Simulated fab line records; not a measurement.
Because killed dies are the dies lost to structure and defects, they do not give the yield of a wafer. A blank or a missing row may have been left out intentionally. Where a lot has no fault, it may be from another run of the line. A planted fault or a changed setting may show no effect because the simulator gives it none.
Split-lot experiment :: flow n5 finfet :: route with 1938 steps; 7 lots, 21 wafers read

THE SPLIT
At N5_MOL_CONTACT_COAG_ETCH_15 (etches SiNx in CH3F/O2, stops on Si:P, target depth 7 nm), the setting source w was moved away from the recipe's 395 W on 10 of the 21 wafers read, by -12.5% to +7.8%. For the rest of the wafers, this setting stayed at what the recipe calls for.

The split's own step is where the reading is taken.

THE READING
rf vpp V, in V, at N5_MOL_CONTACT_COAG_ETCH_15 (etches SiNx in CH3F/O2, stops on Si:P, target depth 7 nm). On this fab line, fault-free wafers typically give 295.5 V with a standard deviation of 2.3 V.

wafer: L074.2
tool, chamber at the split: rie diel-03, 1
source w as run, W: 350
against the recipe: -11.4%
rf vpp V, V: 314.5
against lot-mates on the recipe: +16.9

wafer: L074.4
tool, chamber at the split: rie diel-03, 3
source w as run, W: 350
against the recipe: -11.4%
rf vpp V, V: 313.1
against lot-mates on the recipe: +15.5

wafer: L074.5
tool, chamber at the split: rie diel-03, 2
source w as run, W: 395
against the recipe: recipe
rf vpp V, V: 297.6
against lot-mates on the recipe: -

wafer: L075.1
tool, chamber at the split: rie diel-03, 0
source w as run, W: 395
against the recipe: recipe
rf vpp V, V: 293.1
against lot-mates on the recipe: -

wafer: L075.2
tool, chamber at the split: rie diel-03, 3
source w as run, W: 395
against the recipe: recipe
rf vpp V, V: 296.3
against lot-mates on the recipe: -

wafer: L075.5
tool, chamber at the split: rie diel-03, 3
source w as run, W: 395
against the recipe: recipe
rf vpp V, V: 294.9
against lot-mates on the recipe: -

wafer: L079.1
tool, chamber at the split: rie diel-05, 0
source w as run, W: 395
against the recipe: recipe
rf vpp V, V: 296.7
against lot-mates on the recipe: -

wafer: L079.2
tool, chamber at the split: rie diel-05, 1
source w as run, W: 395
against the recipe: recipe
rf vpp V, V: 295.3
against lot-mates on the recipe: -

wafer: L079.4
tool, chamber at the split: rie diel-05, 3
source w as run, W: 345.7
against the recipe: -12.5%
rf vpp V, V: 312.7
against lot-mates on the recipe: +16.7

wafer: L088.1
tool, chamber at the split: rie diel-05, 0
source w as run, W: 395
against the recipe: recipe
rf vpp V, V: 295.2
against lot-mates on the recipe: -

wafer: L088.2
tool, chamber at the split: rie diel-05, 3
source w as run, W: 425.9
against the recipe: +7.8%
rf vpp V, V: 284.0
against lot-mates on the recipe: -9.5

wafer: L088.6
tool, chamber at the split: rie diel-05, 2
source w as run, W: 395
against the recipe: recipe
rf vpp V, V: 291.9
against lot-mates on the recipe: -

wafer: L091.1
tool, chamber at the split: rie diel-03, 2
source w as run, W: 419.7
against the recipe: +6.3%
rf vpp V, V: 289.1
against lot-mates on the recipe: -11.0

wafer: L091.5
tool, chamber at the split: rie diel-03, 2
source w as run, W: 395
against the recipe: recipe
rf vpp V, V: 300.1
against lot-mates on the recipe: -

wafer: L091.6
tool, chamber at the split: rie diel-03, 1
source w as run, W: 419.7
against the recipe: +6.3%
rf vpp V, V: 289.4
against lot-mates on the recipe: -10.7

wafer: L093.2
tool, chamber at the split: rie diel-05, 2
source w as run, W: 395
against the recipe: recipe
rf vpp V, V: 293.0
against lot-mates on the recipe: -

wafer: L093.3
tool, chamber at the split: rie diel-05, 3
source w as run, W: 357.2
against the recipe: -9.6%
rf vpp V, V: 308.4
against lot-mates on the recipe: +14.2

wafer: L093.5
tool, chamber at the split: rie diel-05, 0
source w as run, W: 395
against the recipe: recipe
rf vpp V, V: 295.4
against lot-mates on the recipe: -

wafer: L094.1
tool, chamber at the split: rie diel-03, 0
source w as run, W: 347
against the recipe: -12.2%
rf vpp V, V: 311.4
against lot-mates on the recipe: no lot-mate on the recipe

wafer: L094.2
tool, chamber at the split: rie diel-03, 2
source w as run, W: 347
against the recipe: -12.2%
rf vpp V, V: 316.0
against lot-mates on the recipe: no lot-mate on the recipe

wafer: L094.5
tool, chamber at the split: rie diel-03, 2
source w as run, W: 347
against the recipe: -12.2%
rf vpp V, V: 317.1
against lot-mates on the recipe: no lot-mate on the recipe

FIT RESULTS
A straight line over all 21 wafers: rf vpp V changes by -1.47 V for each +1% of source w; r = -0.98; the points scatter about the line by 2.3 V.
The same after taking each lot's own level away (the mean of its wafers on the recipe; 18 wafers): -1.44 V for each +1%; r = -0.99; scatter 1.3 V.
That fit puts the effect of the largest move of source w on the reading at 18 V.
The lots' own levels span 293.55 to 300.10 V, that is 2.8 times the standard deviation above.
Consequently the slope shifts little with the lot-to-lot level, the two slopes agreeing.
Check: with one of the wafers moved furthest among these (-12.5%) left out of the fit, the line predicts +18.1 V for it against its lot-mates. It came out at +16.7 V against them.
Tool readings at the split's step, against how far the setting was moved: rf vpp V r = -0.98.

THE OTHER SPLITS THESE WAFERS WENT THROUGH
These wafers also went through other splits before the reading. Each is held against what the fit with the lots' levels taken away leaves over:
other split on the same wafers: N5_MOL_CONTACT_COAG_ETCH_106 source w
wafers away from the commonest value: 10
r with rf vpp V (lot level and that fit taken away): +0.30

THE FILE'S OWN FIT
rf vpp V changes by -1.41 V for each +1% of source w, r = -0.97.
